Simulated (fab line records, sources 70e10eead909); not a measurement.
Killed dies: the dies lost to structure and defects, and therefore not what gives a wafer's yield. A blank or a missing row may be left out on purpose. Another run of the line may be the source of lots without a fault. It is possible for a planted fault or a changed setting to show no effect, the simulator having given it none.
Which of the tools did it? || flow nandHarc || Sampling: 14 lots, 39 wafers, 6 of 1302 route steps

== WHAT EACH GAUGE READ, for each wafer ==
NHARC_A_ONON_D2_THK_MEAS_08: measures by ellipsometry. Usual: thkNm reads 997 nm (standard deviation 13).
{"lot": "L349", "measured": "day 12 18:23", "on": "filmMetro-02", "thkNm (nm)": "1027 1027 1030", "flag": ""}
{"lot": "L347", "measured": "day 13 05:08", "on": "filmMetro-02", "thkNm (nm)": "989 990 991", "flag": ""}
{"lot": "L350", "measured": "day 13 15:26", "on": "filmMetro-01", "thkNm (nm)": "995 995 994", "flag": ""}
{"lot": "L351", "measured": "day 13 15:29", "on": "filmMetro-02", "thkNm (nm)": "973 971 972", "flag": ""}
{"lot": "L353", "measured": "day 14 17:05", "on": "filmMetro-01", "thkNm (nm)": "1004 1005 1006", "flag": ""}
{"lot": "L355", "measured": "day 16 01:26", "on": "filmMetro-01", "thkNm (nm)": "1019 1018 1018", "flag": ""}
{"lot": "L356", "measured": "day 16 02:14", "on": "filmMetro-01", "thkNm (nm)": "1008 1008 1010", "flag": ""}
{"lot": "L357", "measured": "day 16 02:22", "on": "filmMetro-01", "thkNm (nm)": "1004 1004 1001", "flag": ""}
{"lot": "L359", "measured": "day 17 10:37", "on": "filmMetro-02", "thkNm (nm)": "1006 1007 1004", "flag": ""}
{"lot": "L363", "measured": "day 19 08:30", "on": "filmMetro-01", "thkNm (nm)": "988 988", "flag": ""}
{"lot": "L365", "measured": "day 19 13:13", "on": "filmMetro-01", "thkNm (nm)": "989 988", "flag": ""}
{"lot": "L366", "measured": "day 20 03:01", "on": "filmMetro-02", "thkNm (nm)": "983 983", "flag": ""}
{"lot": "L369", "measured": "day 21 17:38", "on": "filmMetro-02", "thkNm (nm)": "1015 1015 1014", "flag": ""}
{"lot": "L370", "measured": "day 21 23:11", "on": "filmMetro-01", "thkNm (nm)": "1006 1006 1005", "flag": ""}

NHARC_A_ONON_D2_THK_MEAS_18: measures by ellipsometry. Usual: thkNm reads 1000 nm (standard deviation 9.5).
{"lot": "L349", "measured": "day 13 02:55", "on": "filmMetro-02", "thkNm (nm)": "1009 1008 1006", "flag": ""}
{"lot": "L347", "measured": "day 13 14:19", "on": "filmMetro-02", "thkNm (nm)": "1003 1004 1003", "flag": ""}
{"lot": "L350", "measured": "day 14 00:30", "on": "filmMetro-01", "thkNm (nm)": "1004 1004 1003", "flag": ""}
{"lot": "L351", "measured": "day 14 00:29", "on": "filmMetro-02", "thkNm (nm)": "1002 1002 1001", "flag": ""}
{"lot": "L353", "measured": "day 15 01:32", "on": "filmMetro-02", "thkNm (nm)": "979 976 978", "flag": ""}
{"lot": "L355", "measured": "day 16 09:54", "on": "filmMetro-02", "thkNm (nm)": "1018 1018 1015", "flag": ""}
{"lot": "L356", "measured": "day 16 10:16", "on": "filmMetro-02", "thkNm (nm)": "989 990 991", "flag": ""}
{"lot": "L357", "measured": "day 16 09:56", "on": "filmMetro-02", "thkNm (nm)": "985 985 984", "flag": ""}
{"lot": "L359", "measured": "day 17 19:31", "on": "filmMetro-02", "thkNm (nm)": "996 996 996", "flag": ""}
{"lot": "L363", "measured": "day 19 16:33", "on": "filmMetro-02", "thkNm (nm)": "1125 994", "flag": "OFF"}
{"lot": "L365", "measured": "day 19 22:04", "on": "filmMetro-02", "thkNm (nm)": "1134 1005", "flag": "OFF"}
{"lot": "L366", "measured": "day 20 11:32", "on": "filmMetro-02", "thkNm (nm)": "1001 1129", "flag": "OFF"}
{"lot": "L369", "measured": "day 22 02:38", "on": "filmMetro-01", "thkNm (nm)": "1004 1006 1005", "flag": ""}
{"lot": "L370", "measured": "day 22 09:58", "on": "filmMetro-02", "thkNm (nm)": "1001 999 1000", "flag": ""}

NHARC_END_SORT_01. Usual: killedAtArray 41, standard deviation 10; killedAtOther 0.8, standard deviation 0.91; killedAtPeriphery 4.2, standard deviation 2.9; killedDies 46, standard deviation 10; killedOpen 3.5, standard deviation 2.1; killedShort 2.5, standard deviation 1.6.
{"lot": "L363", "measured": "day 31 10:02", "on": "prober-02", "killedAtArray": "676 47", "killedAtOther": "1 0", "killedAtPeriphery": "0 4", "killedDies": "677 51", "killedOpen": "2 2", "killedShort": "3 2", "flag": "OFF"}
{"lot": "L365", "measured": "day 31 09:58", "on": "prober-01", "killedAtArray": "668 47", "killedAtOther": "1 0", "killedAtPeriphery": "8 2", "killedDies": "677 49", "killedOpen": "5 4", "killedShort": "3 1", "flag": "OFF"}
{"lot": "L366", "measured": "day 31 20:23", "on": "prober-01", "killedAtArray": "49 673", "killedAtOther": "0 1", "killedAtPeriphery": "0 3", "killedDies": "49 677", "killedOpen": "4 3", "killedShort": "0 3", "flag": "OFF"}

== WHICH TOOL RAN EACH LOT (tool, then ch and the chambers of the sampled wafers, then the start) ==
{"lot": "L349", "NHARC_A_CHANNEL_FILL_D1_ALD_15": "aldSinBatch-01 ch 0, day 11 05:37 or earlier", "NHARC_A_CHANNEL_FILL_D1_CMP_10": "cmp-01 ch 2,3, day 11 05:37", "NHARC_A_ONON_D2_DEP_16": "pecvdOnon-03 ch 0, day 13 02:24"}
{"lot": "L347", "NHARC_A_CHANNEL_FILL_D1_ALD_15": "aldSinBatch-02 ch 0, day 11 13:23 or earlier", "NHARC_A_CHANNEL_FILL_D1_CMP_10": "cmp-03 ch 1,2,3, day 11 13:23", "NHARC_A_ONON_D2_DEP_16": "pecvdOnon-01 ch 0, day 13 13:55"}
{"lot": "L350", "NHARC_A_CHANNEL_FILL_D1_ALD_15": "aldSinBatch-01 ch 0, day 12 01:47 or earlier", "NHARC_A_CHANNEL_FILL_D1_CMP_10": "cmp-01 ch 0,3, day 12 01:47", "NHARC_A_ONON_D2_DEP_16": "pecvdOnon-03 ch 0, day 14 00:02"}
{"lot": "L351", "NHARC_A_CHANNEL_FILL_D1_ALD_15": "aldSinBatch-03 ch 0, day 12 07:30 or earlier", "NHARC_A_CHANNEL_FILL_D1_CMP_10": "cmp-04 ch 0,1,2, day 12 07:30", "NHARC_A_ONON_D2_DEP_16": "pecvdOnon-01 ch 0, day 13 23:59"}
{"lot": "L353", "NHARC_A_CHANNEL_FILL_D1_ALD_15": "aldSinBatch-02 ch 0, day 13 03:58 or earlier", "NHARC_A_CHANNEL_FILL_D1_CMP_10": "cmp-03 ch 0,2,3, day 13 03:58", "NHARC_A_ONON_D2_DEP_16": "pecvdOnon-03 ch 0, day 15 01:01"}
{"lot": "L355", "NHARC_A_CHANNEL_FILL_D1_ALD_15": "aldSinBatch-03 ch 0, day 14 07:53 or earlier", "NHARC_A_CHANNEL_FILL_D1_CMP_10": "cmp-01 ch 1,2,3, day 14 07:53", "NHARC_A_ONON_D2_DEP_16": "pecvdOnon-03 ch 0, day 16 09:24"}
{"lot": "L356", "NHARC_A_CHANNEL_FILL_D1_ALD_15": "aldSinBatch-03 ch 0, day 14 13:17 or earlier", "NHARC_A_CHANNEL_FILL_D1_CMP_10": "cmp-03 ch 1,2,3, day 14 13:17", "NHARC_A_ONON_D2_DEP_16": "pecvdOnon-01 ch 0, day 16 09:46"}
{"lot": "L357", "NHARC_A_CHANNEL_FILL_D1_ALD_15": "aldSinBatch-03 ch 0, day 14 13:17 or earlier", "NHARC_A_CHANNEL_FILL_D1_CMP_10": "cmp-04 ch 0,1,2, day 14 13:17", "NHARC_A_ONON_D2_DEP_16": "pecvdOnon-04 ch 0, day 16 09:25"}
{"lot": "L359", "NHARC_A_CHANNEL_FILL_D1_ALD_15": "aldSinBatch-02 ch 0, day 15 20:08 or earlier", "NHARC_A_CHANNEL_FILL_D1_CMP_10": "cmp-04 ch 0,2,3, day 15 20:08", "NHARC_A_ONON_D2_DEP_16": "pecvdOnon-03 ch 0, day 17 19:00"}
{"lot": "L363", "NHARC_A_CHANNEL_FILL_D1_ALD_15": "aldSinBatch-02 ch 0, day 15 21:17", "NHARC_A_CHANNEL_FILL_D1_CMP_10": "cmp-01 ch 2,3, day 17 11:01", "NHARC_A_ONON_D2_DEP_16": "pecvdOnon-03 ch 0, day 19 16:10"}
{"lot": "L365", "NHARC_A_CHANNEL_FILL_D1_ALD_15": "aldSinBatch-01 ch 0, day 18 02:59 or earlier", "NHARC_A_CHANNEL_FILL_D1_CMP_10": "cmp-03 ch 1,2, day 18 02:59", "NHARC_A_ONON_D2_DEP_16": "pecvdOnon-03 ch 0, day 19 21:41"}
{"lot": "L366", "NHARC_A_CHANNEL_FILL_D1_ALD_15": "aldSinBatch-02 ch 0, day 18 15:32 or earlier", "NHARC_A_CHANNEL_FILL_D1_CMP_10": "cmp-03 ch 0, day 18 15:32", "NHARC_A_ONON_D2_DEP_16": "pecvdOnon-03 ch 0, day 20 11:05"}
{"lot": "L369", "NHARC_A_CHANNEL_FILL_D1_ALD_15": "aldSinBatch-03 ch 0, day 20 04:40 or earlier", "NHARC_A_CHANNEL_FILL_D1_CMP_10": "cmp-03 ch 1,3, day 20 04:40", "NHARC_A_ONON_D2_DEP_16": "pecvdOnon-01 ch 0, day 22 02:08"}
{"lot": "L370", "NHARC_A_CHANNEL_FILL_D1_ALD_15": "aldSinBatch-02 ch 0, day 20 09:28 or earlier", "NHARC_A_CHANNEL_FILL_D1_CMP_10": "cmp-04 ch 1,2,3, day 20 09:28", "NHARC_A_ONON_D2_DEP_16": "pecvdOnon-01 ch 0, day 22 09:28"}
- NHARC_A_CHANNEL_FILL_D1_ALD_15: deposits SiNx, target thk 2 nm, pulse time 60 s, ald cycles 19.
- NHARC_A_CHANNEL_FILL_D1_CMP_10: polishes, target thk 150 nm.
- NHARC_A_ONON_D2_DEP_16: target thk 1000 nm.

== AS READ BY THE TOOLS THEMSELVES (means over the sampled wafers that have a number; for cases with no such wafer, the mark the record gives instead) ==
NHARC_A_CHANNEL_FILL_D1_ALD_15. Usual: precursorPulseHeightRel reads 0.999 (standard deviation 0.022).
{"lot": "L349", "tool": "aldSinBatch-01", "precursorPulseHeightRel": 1.003, "flag": ""}
{"lot": "L347", "tool": "aldSinBatch-02", "precursorPulseHeightRel": 0.989, "flag": ""}
{"lot": "L350", "tool": "aldSinBatch-01", "precursorPulseHeightRel": 0.994, "flag": ""}
{"lot": "L351", "tool": "aldSinBatch-03", "precursorPulseHeightRel": 0.995, "flag": ""}
{"lot": "L353", "tool": "aldSinBatch-02", "precursorPulseHeightRel": 0.968, "flag": ""}
{"lot": "L355", "tool": "aldSinBatch-03", "precursorPulseHeightRel": 1.019, "flag": ""}
{"lot": "L356", "tool": "aldSinBatch-03", "precursorPulseHeightRel": 1.009, "flag": ""}
{"lot": "L357", "tool": "aldSinBatch-03", "precursorPulseHeightRel": 1.013, "flag": ""}
{"lot": "L359", "tool": "aldSinBatch-02", "precursorPulseHeightRel": 1.018, "flag": ""}
{"lot": "L363", "tool": "aldSinBatch-02", "precursorPulseHeightRel": 0.984, "flag": ""}
{"lot": "L365", "tool": "aldSinBatch-01", "precursorPulseHeightRel": 0.972, "flag": ""}
{"lot": "L366", "tool": "aldSinBatch-02", "precursorPulseHeightRel": 0.990, "flag": ""}
{"lot": "L369", "tool": "aldSinBatch-03", "precursorPulseHeightRel": 0.985, "flag": ""}
{"lot": "L370", "tool": "aldSinBatch-02", "precursorPulseHeightRel": 1.011, "flag": ""}

NHARC_A_CHANNEL_FILL_D1_CMP_10. Usual: edgeZonePressureFrac 1.000, standard deviation 0.0051; motorCurrentA 11.9 A, standard deviation 1.1; slurryFlowMlMin 150.0, standard deviation 0.47; timeToEndpointS 15.2 s, standard deviation 2.5.
{"lot": "L349", "tool": "cmp-01", "edgeZonePressureFrac": 0.998, "motorCurrentA (A)": 10.8, "slurryFlowMlMin": 150.3, "timeToEndpointS (s)": 13.1, "flag": ""}
{"lot": "L347", "tool": "cmp-03", "edgeZonePressureFrac": 0.999, "motorCurrentA (A)": 11.4, "slurryFlowMlMin": 150.0, "timeToEndpointS (s)": 17.5, "flag": ""}
{"lot": "L350", "tool": "cmp-01", "edgeZonePressureFrac": 0.994, "motorCurrentA (A)": 12.4, "slurryFlowMlMin": 149.5, "timeToEndpointS (s)": 12.5, "flag": ""}
{"lot": "L351", "tool": "cmp-04", "edgeZonePressureFrac": 1.003, "motorCurrentA (A)": 11.6, "slurryFlowMlMin": 150.0, "timeToEndpointS (s)": 15.4, "flag": ""}
{"lot": "L353", "tool": "cmp-03", "edgeZonePressureFrac": 1.000, "motorCurrentA (A)": 12.1, "slurryFlowMlMin": 150.6, "timeToEndpointS (s)": 17.8, "flag": ""}
{"lot": "L355", "tool": "cmp-01", "edgeZonePressureFrac": 0.999, "motorCurrentA (A)": 11.6, "slurryFlowMlMin": 150.2, "timeToEndpointS (s)": 14.6, "flag": ""}
{"lot": "L356", "tool": "cmp-03", "edgeZonePressureFrac": 0.996, "motorCurrentA (A)": 11.5, "slurryFlowMlMin": 149.8, "timeToEndpointS (s)": 16.2, "flag": ""}
{"lot": "L357", "tool": "cmp-04", "edgeZonePressureFrac": 1.005, "motorCurrentA (A)": 11.6, "slurryFlowMlMin": 150.5, "timeToEndpointS (s)": 15.6, "flag": ""}
{"lot": "L359", "tool": "cmp-04", "edgeZonePressureFrac": 1.001, "motorCurrentA (A)": 11.7, "slurryFlowMlMin": 149.7, "timeToEndpointS (s)": 16.9, "flag": ""}
{"lot": "L363", "tool": "cmp-01", "edgeZonePressureFrac": 0.997, "motorCurrentA (A)": 10.9, "slurryFlowMlMin": 150.6, "timeToEndpointS (s)": 12.4, "flag": ""}
{"lot": "L365", "tool": "cmp-03", "edgeZonePressureFrac": 0.997, "motorCurrentA (A)": 11.8, "slurryFlowMlMin": 149.6, "timeToEndpointS (s)": 15.3, "flag": ""}
{"lot": "L366", "tool": "cmp-03", "edgeZonePressureFrac": 1.000, "motorCurrentA (A)": 13.3, "slurryFlowMlMin": 150.4, "timeToEndpointS (s)": 14.9, "flag": ""}
{"lot": "L369", "tool": "cmp-03", "edgeZonePressureFrac": 1.002, "motorCurrentA (A)": 12.2, "slurryFlowMlMin": 150.3, "timeToEndpointS (s)": 18.6, "flag": ""}
{"lot": "L370", "tool": "cmp-04", "edgeZonePressureFrac": 1.000, "motorCurrentA (A)": 11.8, "slurryFlowMlMin": 150.1, "timeToEndpointS (s)": 12.8, "flag": ""}

== THE ANSWER, worked out from the rows above alone ==
Rule: take the mean of a lot's wafers that have a number; if it is more than 3 standard deviations from the usual mean, the lot is off. Also off: a lot with no number at a reading for which 4 or more lots have one. All remaining lots with rows at the step are treated as sound. First the gauges in route order, then the tools' own readings, where a lot's mean is used as printed above. The first step at which some lot is off is used, and at that step the reading that is off furthest; a lot without a number counts as furthest.
Off at NHARC_A_ONON_D2_THK_MEAS_18 (thkNm): L363, L365, L366.
If a tool, at a process step before that reading, ran all the lots that are off and no sound lot after the first of them, it fits. The gauges at NHARC_A_ONON_D2_THK_MEAS_18 aren't tried: what is off there is off at NHARC_END_SORT_01 too, on other tools, and a gauge's error can't cause that. NHARC_A_CHANNEL_FILL_D1_ALD_15 gives no start for some lots, so the hours and the order of its lots are those of NHARC_A_CHANNEL_FILL_D1_CMP_10. One fits: NHARC_A_ONON_D2_DEP_16 on pecvdOnon-03. A fault onset in the window from L359 (day 17 19:00, its last sound lot) to L363 (day 19 16:10, its first lot off) fits.

== WHAT THE SIMULATOR HAD PUT IN ==
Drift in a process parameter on pecvdOnon-03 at NHARC_A_ONON_D2_DEP_16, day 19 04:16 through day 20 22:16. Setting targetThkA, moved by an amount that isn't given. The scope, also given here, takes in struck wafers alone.
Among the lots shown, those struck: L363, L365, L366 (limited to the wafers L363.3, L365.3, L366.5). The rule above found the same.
